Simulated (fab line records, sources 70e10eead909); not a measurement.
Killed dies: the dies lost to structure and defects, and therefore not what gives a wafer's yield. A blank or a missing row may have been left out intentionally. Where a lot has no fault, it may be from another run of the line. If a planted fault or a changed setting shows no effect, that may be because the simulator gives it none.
A lot that was struck, set against a sound lot	flow nand-harc	32 out of 1302 route steps
Sound: the wafers L564.1, L564.2, L564.5. Wafers L578.1, L578.2, L578.3 were the ones struck. At the end, the cause is stated.
Order at every step that has rows: each side's tool, ch and its chambers, its first start. Under that, the readings that differ: sound wafers	struck wafers	difference of the means	sigmas: that difference in standard deviations of wafers without a fault.
alike: readings whose means differ by less than 2 such deviations, and words and numbers that are the same on both sides. not compared: withheld readings, readings that some wafer has no value for, bounds like >300 that may hide the same value, and numbers for which the record gives no deviation and whose values overlap.
The two part at a step that has a row with sigmas, a row that says differs or no value, or rows on one side only. Non-overlapping numbers with no deviation appear without sigmas and do not part them. Lack of a reading on every wafer of one side parts them only where that side has two or more wafers.

first, 2 steps without rows for these wafers: NHARC_A_CHANNEL_HOLE_D2_PEB_08 (peb time 65 s); NHARC_A_CHANNEL_HOLE_D2_DEVELOP_09 (develop time 35 s).
NHARC_A_CHANNEL_HOLE_D2_CD_MEAS_10: the cd target is 100 nm.
  sound on cd-sem-01 ch 0, day 13 04:29; struck on cd-sem-01 ch 0, day 19 12:58
  alike: cd-nm
NHARC_A_CHANNEL_HOLE_D2_OVL_MEAS_11:
  sound on overlay-01, day 13 04:35; struck on overlay-02, day 19 13:04
  alike: overlay-x-nm, overlay-y-nm
NHARC_A_CHANNEL_HOLE_D2_INSPECT_12:
  sound on defect-inspect-02, day 13 04:37; struck on defect-inspect-01, day 19 13:06
  alike: raw-defect-count
then, 2 steps without rows for these wafers: NHARC_A_CHANNEL_HOLE_D2_DESCUM_15 (chemistry O2, time 3 s); NHARC_A_CHANNEL_HOLE_D2_ETCH_38 (etches the open film in CF4, target depth 39 nm, time 65 s).
NHARC_A_CHANNEL_HOLE_D2_ETCH_39: etches the open film in N2/H2, target depth 260 nm, time 325 s.
  sound: rie-diel-05 ch 0,1; struck: rie-diel-12 ch 0,1,3
  alike: drypump-motor-current-A, n2-flow-sccm, oes-product-au, rf-vpp-V, showerhead-plenum-p-Torr, throttle-valve-pct
  not compared: rf-hours-counter-h
then, 2 steps without rows for these wafers: NHARC_A_CHANNEL_HOLE_D2_ETCH_34 (etches the open film in CF4/CHF3, target depth 154 nm, time 77 s); NHARC_A_CHANNEL_HOLE_D2_ETCH_16 (etches the open film in O2/COS, target depth 3100 nm, time 806 s).
NHARC_A_CHANNEL_HOLE_D2_CD_MEAS_18:
  sound on cd-sem-03, day 13 05:47; struck on cd-sem-01, day 19 14:17
  alike: cd-nm
then, 1 step without rows for these wafers: NHARC_A_CHANNEL_HOLE_D2_ETCH_19 (etches the open film in C4F8/O2/Ar, time 34.5 s).
NHARC_A_CHANNEL_HOLE_D2_ETCH_20: etches the open film in C4F8/O2/Ar, time 361.9 s, target depth 1600 nm.
  sound on har-etch-02 ch 0,1, day 13 05:58; struck on har-etch-01 ch 0,1, day 19 16:58
reading	sound	struck	difference	sigmas
showerhead-plenum-p-Torr (Torr)	3.734 3.733 3.734	3.648 3.647 3.648	-0.086	-3
  alike: drypump-motor-current-A, throttle-valve-pct
  not compared: rf-hours-counter-h
then, 2 steps without rows for these wafers: NHARC_A_CHANNEL_HOLE_D2_ETCH_21 (etches the open film in C4F8/O2/Ar, time 514.3 s, target depth 1600 nm); NHARC_A_CHANNEL_HOLE_D2_ETCH_22 (etches the open film in C4F8/O2/Ar, time 666.7 s, target depth 1600 nm).
NHARC_A_CHANNEL_HOLE_D2_ETCH_23: etches the open film in C4F8/O2/Ar, time 819 s, target depth 1600 nm.
  sound on har-etch-02 ch 0,1, day 13 07:17; struck on har-etch-01 ch 0,1, day 19 18:17
reading	sound	struck	difference	sigmas
showerhead-plenum-p-Torr (Torr)	3.733 3.732 3.733	3.647 3.647 3.647	-0.086	-3
  alike: drypump-motor-current-A, throttle-valve-pct
  not compared: rf-hours-counter-h
NHARC_A_CHANNEL_HOLE_D2_ETCH_24: etches the open film in C4F8/O2/Ar, time 906.2 s, target depth 1500 nm.
  sound on har-etch-02 ch 0,1, day 13 07:59; struck on har-etch-01 ch 0,1, day 19 18:58
reading	sound	struck	difference	sigmas
showerhead-plenum-p-Torr (Torr)	3.728 3.728 3.728	3.642 3.642 3.642	-0.086	-3
  alike: drypump-motor-current-A, throttle-valve-pct
  not compared: rf-hours-counter-h
NHARC_A_CHANNEL_HOLE_D2_ETCH_25: etches the open film in C4F8/O2/Ar, time 1040.2 s, target depth 1500 nm.
  sound on har-etch-02 ch 0,1, day 13 08:46; struck on har-etch-01 ch 0,1, day 19 19:44
reading	sound	struck	difference	sigmas
showerhead-plenum-p-Torr (Torr)	3.727 3.727 3.727	3.642 3.642 3.642	-0.085	-3
  alike: drypump-motor-current-A, throttle-valve-pct
  not compared: rf-hours-counter-h
then, 6 steps without rows for these wafers: NHARC_A_CHANNEL_HOLE_D2_ETCH_26 (etches the open film in C4F8/O2/Ar, time 224.1 s, target depth 300 nm); NHARC_A_CHANNEL_HOLE_D2_ETCH_27 (etches the open film in C4F8/O2/Ar, time 90 s, target depth 400 nm); NHARC_A_CHANNEL_HOLE_D2_STRIP_41 (strips in N2/H2); NHARC_A_CHANNEL_HOLE_D2_STRIP_42 (strips in CF4/CHF3); NHARC_A_CHANNEL_HOLE_D2_STRIP_43 (strips in O2/COS); NHARC_A_CHANNEL_HOLE_D2_ETCH_44 (etches the open film in CF4/O2, target depth 140 nm, overetch 14 nm, time 77 s).
NHARC_A_CHANNEL_HOLE_D2_STRIP_28: strips in O2.
  sound: rie-diel-05 ch 0,1; struck: rie-diel-02 ch 0,1,2
  alike: drypump-motor-current-A, oes-product-au, rf-vpp-V, showerhead-plenum-p-Torr, throttle-valve-pct
  not compared: rf-hours-counter-h
then, 2 steps without rows for these wafers: NHARC_A_CHANNEL_HOLE_D2_PRECLEAN_29 (cleans in SC1); NHARC_A_CHANNEL_HOLE_D2_SRD_30.
NHARC_A_CHANNEL_HOLE_D2_CD_MEAS_31:
  sound on cd-sem-03, day 13 11:23; struck on cd-sem-03, day 19 22:20
  alike: cd-nm
then, 1 step without rows for these wafers: NHARC_A_CHANNEL_HOLE_D2_XSEM_32.
NHARC_A_CHANNEL_HOLE_D2_INSPECT_40:
  sound on defect-inspect-02, day 13 11:35; struck on defect-inspect-02, day 19 22:31
reading	sound	struck	difference	sigmas
raw-defect-count	392 287 329	784 806 830	+471	+7
then, 1 step without rows for these wafers: NHARC_A_CHANNEL_FILL_D2_PRECLEAN_00 (cleans in SC1).
-- break in the record here, with 11 days between the starts of the struck wafers on either side (left off in module A_CHANNEL_FILL_D2, picked up again in module END, where the first step shown is number 1302 on the route) --
NHARC_END_SORT_01:
  the record has rows for the struck wafers here (prober-02 ch 0, day 30 23:43) and none for the sound ones

## WHERE THEY PART
At NHARC_A_CHANNEL_HOLE_D2_ETCH_20 first; at NHARC_END_SORT_01 last (within this record only).

WHY: the cause the simulator had injected
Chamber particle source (har-etch-01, NHARC_A_CHANNEL_HOLE_D2_ETCH_20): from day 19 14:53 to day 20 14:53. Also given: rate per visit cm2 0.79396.
